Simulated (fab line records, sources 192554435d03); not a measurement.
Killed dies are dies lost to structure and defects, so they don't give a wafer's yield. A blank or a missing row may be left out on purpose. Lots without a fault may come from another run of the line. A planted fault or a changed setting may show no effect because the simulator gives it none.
Which tool did it? | flow n5_finfet | 21 lots, 63 wafers sampled, at 3 steps of a route of 1938

WHAT THE GAUGES READ, wafer by wafer
N5_DUMMY_GATE_CD_MEAS_50: target cd 14 nm. Usual: cd_nm 14.07 nm, standard deviation 0.27.
lot  | measured    | on        | cd_nm (nm)        | flag
L074 | day 2 22:10 | cd_sem-01 | 14.36 13.87 14.32 |
L075 | day 3 06:39 | cd_sem-03 | 14.31 13.99 13.86 |
L077 | day 3 19:50 | cd_sem-02 | 14.24 14.27 13.70 |
L078 | day 4 03:08 | cd_sem-03 | 13.94 14.39 14.55 |
L079 | day 4 04:17 | cd_sem-01 | 13.77 13.66 14.28 |
L080 | day 4 11:25 | cd_sem-02 | 13.76 14.06 14.03 |
L081 | day 4 19:26 | cd_sem-01 | 13.82 13.94 13.77 |
L082 | day 5 00:35 | cd_sem-03 | 14.31 14.43 13.85 |
L083 | day 5 03:54 | cd_sem-02 | 14.13 13.93 13.84 |
L084 | day 5 12:04 | cd_sem-01 | 14.09 14.48 14.26 |
L085 | day 5 20:01 | cd_sem-01 | 14.21 14.09 14.07 |
L086 | day 6 02:46 | cd_sem-03 | 14.38 14.18 14.30 |
L087 | day 6 05:59 | cd_sem-01 | 14.28 14.30 13.87 |
L089 | day 6 15:44 | cd_sem-03 | 13.84 13.74 13.58 |
L090 | day 7 02:49 | cd_sem-03 | 14.03 14.17 13.95 |
L091 | day 7 05:43 | cd_sem-03 | 14.44 14.48 13.95 |
L092 | day 7 13:07 | cd_sem-01 | 14.43 14.12 14.02 |
L093 | day 7 22:31 | cd_sem-02 | 13.78 13.94 13.88 |
L094 | day 7 23:52 | cd_sem-03 | 14.10 14.56 14.35 |
L095 | day 8 07:37 | cd_sem-03 | 13.94 13.93 13.92 |
L097 | day 8 19:43 | cd_sem-03 | 14.34 13.88 14.42 |

N5_SD_EPI_N_CD_MEAS_09: target cd 120 nm. Usual: cd_nm 119.7 nm, standard deviation 0.58.
lot  | measured    | on        | cd_nm (nm)        | flag
L074 | day 3 01:00 | cd_sem-01 | 118.9 118.6 118.7 |
L075 | day 3 09:00 | cd_sem-02 | 119.3 119.6 119.7 |
L077 | day 3 21:37 | cd_sem-03 | 119.9 120.0 120.5 |
L078 | day 4 05:50 | cd_sem-02 | 120.0 120.3 119.4 |
L079 | day 4 06:38 | cd_sem-02 | 120.1 119.4 119.2 |
L080 | day 4 13:11 | cd_sem-01 | 119.9 120.3 119.7 |
L081 | day 4 22:08 | cd_sem-01 | 120.0 120.2 119.6 |
L082 | day 5 04:22 | cd_sem-03 | 119.9 120.1 120.4 |
L083 | day 5 06:13 | cd_sem-02 | 119.6 119.8 119.9 |
L084 | day 5 13:50 | cd_sem-01 | 120.0 119.2 120.0 |
L085 | day 5 21:40 | cd_sem-03 | 118.4 119.2 118.9 |
L086 | day 6 06:11 | cd_sem-02 | 120.4 120.0 119.9 |
L087 | day 6 07:46 | cd_sem-01 | 119.8 120.0 120.0 |
L089 | day 6 17:36 | cd_sem-01 | 119.3 119.8 120.0 |
L090 | day 7 04:29 | cd_sem-03 | 119.3 119.2 119.6 |
L091 | day 7 07:30 | cd_sem-02 | 120.8 120.0 121.0 |
L092 | day 7 14:54 | cd_sem-03 | 119.7 119.7 119.5 |
L093 | day 8 00:10 | cd_sem-01 | 119.1 119.6 119.2 |
L094 | day 8 01:49 | cd_sem-02 | 120.0 121.0 120.0 |
L095 | day 8 09:52 | cd_sem-01 | 119.2 119.1 119.3 |
L097 | day 8 22:25 | cd_sem-01 | 119.7 119.0 119.0 |

WHICH TOOL RAN EACH LOT (tool, then ch and the chambers of the sampled wafers, then the start)
lot  | N5_DUMMY_GATE_HM_OPEN_21
L074 | rie_diel-01 ch 1,3, day 2 22:18
L075 | rie_diel-02 ch 0,1,3, day 3 06:57
L077 | rie_diel-02 ch 1,2,3, day 3 19:58
L078 | rie_diel-02 ch 0,2, day 4 03:19
L079 | rie_diel-01 ch 1,3, day 4 04:25
L080 | rie_diel-04 ch 0,1,3, day 4 11:32
L081 | rie_diel-04 ch 0,1, day 4 19:35
L082 | rie_diel-04 ch 1,2,3, day 5 00:56
L083 | rie_diel-04 ch 0,2,3, day 5 04:05
L084 | rie_diel-01 ch 1,2, day 5 12:12
L085 | rie_diel-01 ch 0,1,3, day 5 20:09
L086 | rie_diel-01 ch 0,2,3, day 6 03:06
L087 | rie_diel-02 ch 2,3, day 6 06:07
L089 | rie_diel-01 ch 0,1,2, day 6 15:52
L090 | rie_diel-01 ch 2,3, day 7 02:57
L091 | rie_diel-01 ch 1,2,3, day 7 05:50
L092 | rie_diel-04 ch 1,2,3, day 7 13:18
L093 | rie_diel-04 ch 2,3, day 7 22:39
L094 | rie_diel-01 ch 2,3, day 8 00:10
L095 | rie_diel-04 ch 0,1, day 8 07:50
L097 | rie_diel-04 ch 0,1, day 8 19:51
- N5_DUMMY_GATE_HM_OPEN_21: chemistry CH3F/O2, target SiNx, target depth 120 nm, time 171.4 s.

WHAT THE TOOLS THEMSELVES READ (means of the sampled wafers that have a number; where no wafer has one, the mark that the record gives instead)
N5_DUMMY_GATE_HM_OPEN_21. Usual: CH3F_flow_sccm 29.99 sccm, standard deviation 0.092; drypump_motor_current_A 5.5 A, standard deviation 0.32; oes_product_au 0.77 a.u., standard deviation 0.083; rf_vpp_V 298.3 V, standard deviation 2.4; showerhead_plenum_p_Torr 2.02 Torr, standard deviation 0.063; throttle_valve_pct 16.42 %, standard deviation 0.25.
lot  | tool        | CH3F_flow_sccm (sccm) | drypump_motor_current_A (A) | oes_product_au (a.u.) | rf_vpp_V (V) | showerhead_plenum_p_Torr (Torr) | throttle_valve_pct (%) | flag
L074 | rie_diel-01 | 30.00                 | 5.6                         | 0.73                  | 300.8        | 2.01                            | 16.70                  |
L075 | rie_diel-02 | 29.94                 | 5.8                         | 0.72                  | 297.6        | 2.04                            | 16.56                  |
L077 | rie_diel-02 | 30.00                 | 5.9                         | 0.73                  | 297.2        | 1.98                            | 16.50                  |
L078 | rie_diel-02 | 30.00                 | 5.9                         | 0.77                  | 297.8        | 2.00                            | 16.44                  |
L079 | rie_diel-01 | 29.99                 | 5.6                         | 0.72                  | 299.2        | 2.01                            | 16.73                  |
L080 | rie_diel-04 | 30.05                 | 5.1                         | 0.77                  | 298.3        | 1.99                            | 16.45                  |
L081 | rie_diel-04 | 29.86                 | 5.1                         | 0.80                  | 298.9        | 2.05                            | 16.45                  |
L082 | rie_diel-04 | 29.93                 | 5.3                         | 0.78                  | 297.9        | 2.00                            | 16.45                  |
L083 | rie_diel-04 | 30.00                 | 5.2                         | 0.73                  | 299.5        | 2.04                            | 16.42                  |
L084 | rie_diel-01 | 30.00                 | 5.5                         | 0.86                  | 298.3        | 2.00                            | 16.28                  |
L085 | rie_diel-01 | 29.90                 | 5.7                         | 0.76                  | 298.7        | 2.02                            | 16.47                  |
L086 | rie_diel-01 | 30.06                 | 5.5                         | 0.81                  | 298.8        | 2.01                            | 16.19                  |
L087 | rie_diel-02 | 30.04                 | 6.0                         | 0.75                  | 298.1        | 1.99                            | 16.45                  |
L089 | rie_diel-01 | 30.02                 | 5.7                         | 0.83                  | 297.7        | 2.02                            | 16.30                  |
L090 | rie_diel-01 | 30.07                 | 5.3                         | 0.82                  | 300.8        | 1.99                            | 16.20                  |
L091 | rie_diel-01 | 29.99                 | 5.5                         | 0.76                  | 299.1        | 1.99                            | 16.48                  |
L092 | rie_diel-04 | 29.97                 | 5.3                         | 0.78                  | 297.1        | 1.99                            | 16.47                  |
L093 | rie_diel-04 | 29.87                 | 5.3                         | 0.71                  | 297.8        | 1.97                            | 16.46                  |
L094 | rie_diel-01 | 29.93                 | 5.3                         | 0.81                  | 300.5        | 1.98                            | 16.22                  |
L095 | rie_diel-04 | 30.08                 | 5.0                         | 0.78                  | 299.0        | 2.04                            | 16.50                  |
L097 | rie_diel-04 | 30.05                 | 5.1                         | 0.77                  | 298.2        | 2.04                            | 16.50                  |

THE ANSWER, worked out from the rows above alone
Rule: a lot is off if the mean of its wafers that have a number lies more than 3 standard deviations from the usual mean. A lot without any number at a reading at which 4 lots or more have one is off too. The other lots that the step has rows for count as sound. The gauges are gone through in route order, then the tools' own readings, and for those a lot's mean is taken as printed above. The first step at which some lot is off is used, and at that step the reading that is off furthest; a lot without a number counts as furthest.
No lot is off at any reading shown: from this, nothing can be told.

WHAT THE SIMULATOR HAD PUT IN
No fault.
